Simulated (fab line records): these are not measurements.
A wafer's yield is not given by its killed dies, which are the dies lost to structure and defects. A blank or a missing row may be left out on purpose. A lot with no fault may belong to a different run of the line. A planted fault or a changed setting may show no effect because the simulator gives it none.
Split-lot study ; flow n5-finfet ; 39 wafers read from 7 lots, route of 1938 steps

## THE SPLIT
At N5_DUMMY_GATE_ETCH_42 (etches SiO2 in CHF3/O2, target depth 3.5 nm, time 31 s), the setting bias-w was moved away from the recipe's 12 W on 15 of the 39 wafers read, by -15.9% to +17.9%. All remaining wafers had this setting at the recipe value.

The split's own step is where the reading is taken.

## THE READING
rf-vpp-V, in V, at N5_DUMMY_GATE_ETCH_42 (etches SiO2 in CHF3/O2, target depth 3.5 nm, time 31 s). A value of 42.5 V with a standard deviation of 0.96 V is what fault-free wafers of this fab line usually give.

wafer;tool, chamber at the split;bias-w as run, W;against the recipe;rf-vpp-V, V;against lot-mates on the recipe
L078.1;rie-diel-02, 0;12.69;+5.7%;44.2;+0.9
L078.2;rie-diel-02, 2;12.69;+5.7%;44.0;+0.7
L078.3;rie-diel-02, 1;12;recipe;43.1;-
L078.4;rie-diel-02, 0;12.69;+5.7%;46.0;+2.7
L078.5;rie-diel-02, 2;12;recipe;42.9;-
L078.6;rie-diel-02, 1;12;recipe;43.9;-
L082.1;rie-diel-03, 3;12;recipe;42.5;-
L082.2;rie-diel-03, 1;14.15;+17.9%;47.2;+5.3
L082.3;rie-diel-03, 0;14.15;+17.9%;48.5;+6.6
L082.4;rie-diel-03, 2;12;recipe;42.3;-
L082.5;rie-diel-03, 0;14.15;+17.9%;48.6;+6.7
L082.6;rie-diel-03, 3;12;recipe;40.8;-
L084.1;rie-diel-03, 0;11.03;-8.1%;39.9;-2.6
L084.2;rie-diel-03, 3;12;recipe;42.2;-
L084.3;rie-diel-03, 1;11.03;-8.1%;39.5;-3.0
L084.4;rie-diel-03, 2;11.03;-8.1%;39.6;-2.9
L084.5;rie-diel-03, 1;12;recipe;43.7;-
L084.6;rie-diel-03, 2;12;recipe;41.7;-
L085.1;rie-diel-02, 2;12;recipe;43.3;-
L085.2;rie-diel-02, 0;12;recipe;44.2;-
L085.3;rie-diel-02, 3;12;recipe;43.1;-
L085.4;rie-diel-02, 1;12;recipe;42.2;-
L085.5;rie-diel-02, 3;12;recipe;42.7;-
L085.6;rie-diel-02, 2;12;recipe;43.6;-
L086.1;rie-diel-03, 2;12;recipe;42.6;-
L086.3;rie-diel-03, 0;12;recipe;42.4;-
L086.5;rie-diel-03, 1;12;recipe;43.3;-
L092.1;rie-diel-02, 2;12;recipe;42.5;-
L092.2;rie-diel-02, 1;13.56;+13.0%;46.4;+4.1
L092.3;rie-diel-02, 3;13.56;+13.0%;47.1;+4.8
L092.4;rie-diel-02, 0;12;recipe;43.3;-
L092.5;rie-diel-02, 0;12;recipe;41.1;-
L092.6;rie-diel-02, 1;13.56;+13.0%;45.7;+3.4
L093.1;rie-diel-02, 2;12;recipe;41.9;-
L093.2;rie-diel-02, 0;10.09;-15.9%;36.7;-5.3
L093.3;rie-diel-02, 1;10.09;-15.9%;37.7;-4.3
L093.4;rie-diel-02, 3;10.09;-15.9%;38.8;-3.2
L093.5;rie-diel-02, 0;12;recipe;43.1;-
L093.6;rie-diel-02, 1;12;recipe;41.1;-

FIT RESULTS
A straight line over all 39 wafers: rf-vpp-V changes by +0.31 V for each +1% of bias-w; r = +0.95; the points scatter about the line by 0.84 V.
The same after taking each lot's own level away (the mean of its wafers on the recipe; 39 wafers): +0.314 V for each +1%; r = +0.96; scatter 0.77 V.
Per that fit: largest bias-w move, reading shift of 5.6 V.
The span of the lots' own levels, 41.87 to 43.30 V, comes to 1.5 times the standard deviation stated above.
Consequently the slope shifts little with the lot-to-lot level, the two slopes agreeing.
Check: +5.73 V against its lot-mates is what the line predicts for one of the wafers moved furthest among these (+17.9%) when that wafer is left out of the fit. Against them it came out at +5.33 V.
Tool readings at the split's step, against how far the setting was moved: rf-vpp-V r = +0.95.

## FILE'S OWN FIT
rf-vpp-V changes by +0.315 V for each +1% of bias-w, r = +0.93.
